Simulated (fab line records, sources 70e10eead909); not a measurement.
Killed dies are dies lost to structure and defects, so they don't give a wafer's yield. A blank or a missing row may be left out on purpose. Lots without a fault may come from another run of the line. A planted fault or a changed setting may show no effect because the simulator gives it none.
Which tool did it? | flow nand_harc | 11 lots, 33 wafers sampled, at 5 steps of a route of 1159

WHAT THE GAUGES READ, wafer by wafer
NHARC_P_M1_CD_MEAS_16. Usual: cd_nm 130.2 nm, standard deviation 0.92.
lot  | measured     | on        | cd_nm (nm)        | flag
L324 | day 5 21:22  | cd_sem-01 | 130.3 131.5 130.3 |
L325 | day 6 18:26  | cd_sem-01 | 129.1 128.2 129.8 |
L326 | day 6 19:22  | cd_sem-03 | 130.4 130.9 131.7 |
L327 | day 6 19:41  | cd_sem-01 | 128.6 129.1 131.1 |
L329 | day 7 06:25  | cd_sem-01 | 130.2 129.0 129.0 |
L332 | day 7 22:53  | cd_sem-02 | 129.6 130.2 129.8 |
L331 | day 7 23:18  | cd_sem-02 | 130.4 130.7 130.7 |
L330 | day 8 00:13  | cd_sem-01 | 130.8 130.5 130.8 |
L342 | day 10 11:30 | cd_sem-03 | 128.8 128.8 128.7 |
L343 | day 10 15:11 | cd_sem-01 | 132.0 130.0 131.5 |
L345 | day 11 01:08 | cd_sem-02 | 130.7 130.0 130.0 |

NHARC_END_SORT_01. Usual: defect_limited_yield 95.3 %, standard deviation 1.6; killed_at_array 27, standard deviation 12; killed_at_other 0.8, standard deviation 1; killed_at_periphery 4.0, standard deviation 2.5; killed_dies 32, standard deviation 11; killed_open 3.3, standard deviation 1.8; killed_short 2.0, standard deviation 1.5; sort_bin_2_pct 1.5 %, standard deviation 0.59; sort_bin_3_pct 0.27 %, standard deviation 0.22; sort_bin_4_pct 3.0 %, standard deviation 1.1; sort_n_pass 645, standard deviation 11; sort_rim_yield_pct 95.6 %, standard deviation 2.7; sort_yield_pct 95.3 %, standard deviation 1.6.
lot  | measured     | on        | defect_limited_yield (%) | killed_at_array | killed_at_other | killed_at_periphery | killed_dies | killed_open | killed_short | sort_bin_2_pct (%) | sort_bin_3_pct (%) | sort_bin_4_pct (%) | sort_n_pass | sort_rim_yield_pct (%) | sort_yield_pct (%) | flag
L330 | day 21 09:24 | prober-02 | 93.9 93.4 94.8           | 39 44 34        | 0 0 0           | 2 1 1               | 41 45 35    | 1 4 5       | 2 3 2        | 2.7 1.0 1.5        | 0.30 0.59 0.30     | 3.1 5.0 3.4        | 636 632 642 | 100.0 96.2 90.6        | 93.9 93.4 94.8     |
L342 | day 23 23:44 | prober-01 | 93.6 93.6 92.2           | 42 41 52        | 0 0 0           | 1 2 1               | 43 43 53    | 3 4 2       | 1 2 4        | 2.5 1.2 2.5        | 0.44 0.30 0        | 3.4 4.9 5.3        | 634 634 624 | 95.3 94.3 90.6         | 93.6 93.6 92.2     |
L343 | day 23 21:43 | prober-02 | 95.7 96.3 95.3           | 23 18 26        | 2 2 3           | 4 5 3               | 29 25 32    | 4 5 0       | 2 2 7        | 1.6 0.9 1.2        | 0 0.44 0.30        | 2.7 2.4 3.2        | 648 652 645 | 97.2 97.2 94.3         | 95.7 96.3 95.3     |

WHICH TOOL RAN EACH LOT (tool, then ch and the chambers of the sampled wafers, then the start)
lot  | NHARC_P_M2_SOFTBAKE_04            | NHARC_P_M2_DESCUM_14               | NHARC_P_M2_ETCH_35
L324 | litho_track-04 ch 0, day 6 00:00  | rie_diel-10 ch 1,2,3, day 6 01:16  | rie_diel-10 ch 1,2, day 6 01:21
L325 | litho_track-06 ch 0, day 6 21:00  | rie_diel-10 ch 0,1,2, day 6 22:10  | rie_diel-10 ch 0,1,3, day 6 22:14
L326 | litho_track-01 ch 0, day 6 22:00  | rie_diel-10 ch 2,3, day 6 23:05    | rie_diel-10 ch 2,3, day 6 23:10
L327 | litho_track-01 ch 0, day 6 22:00  | rie_diel-05 ch 2,3, day 6 23:37    | rie_diel-05 ch 0,1,2, day 6 23:42
L329 | litho_track-01 ch 0, day 7 09:00  | rie_diel-10 ch 2,3, day 7 10:11    | rie_diel-10 ch 0,2,3, day 7 10:17
L332 | litho_track-01 ch 0, day 8 02:00  | rie_diel-10 ch 0,2,3, day 8 02:46  | rie_diel-10 ch 0,2,3, day 8 02:50
L331 | litho_track-01 ch 0, day 8 02:00  | rie_diel-10 ch 1,3, day 8 03:03    | rie_diel-10 ch 0,2,3, day 8 03:08
L330 | litho_track-04 ch 0, day 8 03:00  | rie_diel-10 ch 0,2,3, day 8 04:07  | rie_diel-10 ch 0,2,3, day 8 04:12
L342 | litho_track-01 ch 0, day 10 15:00 | rie_diel-10 ch 0,2, day 10 15:44   | rie_diel-10 ch 1,2,3, day 10 15:50
L343 | litho_track-01 ch 0, day 10 18:00 | rie_diel-10 ch 0,1, day 10 19:16   | rie_diel-10 ch 0,1,2, day 10 19:21
L345 | litho_track-06 ch 0, day 11 04:00 | rie_diel-10 ch 1,2,3, day 11 05:04 | rie_diel-10 ch 0,1,3, day 11 05:10
- NHARC_P_M2_SOFTBAKE_04: time 55 s.
- NHARC_P_M2_DESCUM_14: chemistry O2, time 3 s.
- NHARC_P_M2_ETCH_35: etches the open film in N2/H2, target depth 40 nm, overetch 12 nm, time 43.94 s.

WHAT THE TOOLS THEMSELVES READ (means of the sampled wafers that have a number; where no wafer has one, the mark that the record gives instead)
NHARC_P_M2_SOFTBAKE_04. Usual: heater_power_total_W 188.46 W, standard deviation 0.14.
lot  | tool           | heater_power_total_W (W) | flag
L324 | litho_track-04 | 188.40                   |
L325 | litho_track-06 | 188.44                   |
L326 | litho_track-01 | 188.36                   |
L327 | litho_track-01 | 188.49                   |
L329 | litho_track-01 | 188.51                   |
L332 | litho_track-01 | 188.33                   |
L331 | litho_track-01 | 188.55                   |
L330 | litho_track-04 | 188.48                   |
L342 | litho_track-01 | 179.47                   | OFF
L343 | litho_track-01 | 179.47                   | OFF
L345 | litho_track-06 | 188.55                   |

NHARC_P_M2_DESCUM_14. Usual: drypump_motor_current_A 6.0 A, standard deviation 0.5; oes_product_au 1.003 a.u., standard deviation 0.01; rf_vpp_V 57.7 V, standard deviation 0.95; showerhead_plenum_p_Torr 1.90 Torr, standard deviation 0.11; throttle_valve_pct 11.310 %, standard deviation 0.009.
lot  | tool        | drypump_motor_current_A (A) | oes_product_au (a.u.) | rf_vpp_V (V) | showerhead_plenum_p_Torr (Torr) | throttle_valve_pct (%) | flag
L324 | rie_diel-10 | 6.1                         | 1.002                 | 58.1         | 1.92                            | 11.305                 |
L325 | rie_diel-10 | 6.0                         | 0.996                 | 56.8         | 1.83                            | 11.306                 |
L326 | rie_diel-10 | 6.0                         | 1.004                 | 58.3         | 1.97                            | 11.314                 |
L327 | rie_diel-05 | 5.9                         | 0.993                 | 57.8         | 1.85                            | 11.312                 |
L329 | rie_diel-10 | 6.0                         | 1.003                 | 58.0         | 1.97                            | 11.310                 |
L332 | rie_diel-10 | 5.9                         | 1.001                 | 57.3         | 1.89                            | 11.301                 |
L331 | rie_diel-10 | 6.4                         | 1.003                 | 58.8         | 2.00                            | 11.305                 |
L330 | rie_diel-10 | 5.9                         | 1.012                 | 57.7         | 1.89                            | 11.305                 |
L342 | rie_diel-10 | 5.6                         | 1.008                 | 56.6         | 1.80                            | 11.307                 |
L343 | rie_diel-10 | 6.5                         | 1.015                 | 57.6         | 1.86                            | 11.313                 |
L345 | rie_diel-10 | 6.1                         | 1.004                 | 57.2         | 1.91                            | 11.305                 |

NHARC_P_M2_ETCH_35. Usual: bias_w 150.1 W, standard deviation 0.42; drypump_motor_current_A 6.0 A, standard deviation 0.53; n2_flow_sccm 150.0 sccm, standard deviation 0.48; oes_product_au 1.004 a.u., standard deviation 0.0096; rf_vpp_V 430 V, standard deviation 3.3; showerhead_plenum_p_Torr 2.03 Torr, standard deviation 0.11; throttle_valve_pct 14.172 %, standard deviation 0.0096.
lot  | tool        | bias_w (W) | drypump_motor_current_A (A) | n2_flow_sccm (sccm) | oes_product_au (a.u.) | rf_vpp_V (V) | showerhead_plenum_p_Torr (Torr) | throttle_valve_pct (%) | flag
L324 | rie_diel-10 | 149.7      | 5.9                         | 150.0               | 1.006                 | 428          | 1.95                            | 14.172                 |
L325 | rie_diel-10 | 150.0      | 6.3                         | 149.6               | 1.006                 | 430          | 2.05                            | 14.163                 |
L326 | rie_diel-10 | 150.2      | 5.7                         | 149.7               | 1.005                 | 430          | 2.01                            | 14.180                 |
L327 | rie_diel-05 | 150.2      | 5.9                         | 150.4               | 0.989                 | 431          | 2.05                            | 14.174                 |
L329 | rie_diel-10 | 149.5      | 5.8                         | 149.6               | 1.005                 | 430          | 2.01                            | 14.170                 |
L332 | rie_diel-10 | 150.2      | 5.9                         | 149.8               | 1.012                 | 429          | 2.01                            | 14.171                 |
L331 | rie_diel-10 | 149.8      | 5.9                         | 150.0               | 1.002                 | 431          | 2.01                            | 14.174                 |
L330 | rie_diel-10 | 150.1      | 5.8                         | 150.1               | 1.006                 | 430          | 2.01                            | 14.184                 |
L342 | rie_diel-10 | 150.2      | 6.2                         | 150.1               | 1.005                 | 432          | 2.04                            | 14.164                 |
L343 | rie_diel-10 | 150.0      | 6.0                         | 150.0               | 1.007                 | 428          | 1.95                            | 14.172                 |
L345 | rie_diel-10 | 150.2      | 6.3                         | 150.0               | 1.003                 | 430          | 2.04                            | 14.173                 |

THE ANSWER, worked out from the rows above alone
Rule: a lot is off if the mean of its wafers that have a number lies more than 3 standard deviations from the usual mean. A lot without any number at a reading at which 4 lots or more have one is off too. The other lots that the step has rows for count as sound. The gauges are gone through in route order, then the tools' own readings, and for those a lot's mean is taken as printed above. The first step at which some lot is off is used, and at that step the reading that is off furthest; a lot without a number counts as furthest.
Off: L342, L343, at NHARC_P_M2_SOFTBAKE_04 (heater_power_total_W).
A tool fits if, at that step or a process step before it, it ran every lot that is off, and no sound lot after the first of them. One fits: litho_track-01 at NHARC_P_M2_SOFTBAKE_04. Its last sound lot is L332 (day 8 02:00), its first lot that is off L342 (day 10 15:00): a fault that began between those two fits.
The tool's own readings at NHARC_P_M2_SOFTBAKE_04 bear it out: on the lots that are off they differ by more than 5 times the standard deviation of the sound lots' means. heater_power_total_W reads 179.47 W there against 188.46 W on the sound lots.

WHAT THE SIMULATOR HAD PUT IN
Process parameter drift: litho_track-01, from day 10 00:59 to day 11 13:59, at NHARC_P_M2_SOFTBAKE_04. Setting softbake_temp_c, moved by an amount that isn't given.
Lots struck among those shown: L342, L343. The rule above found the same.
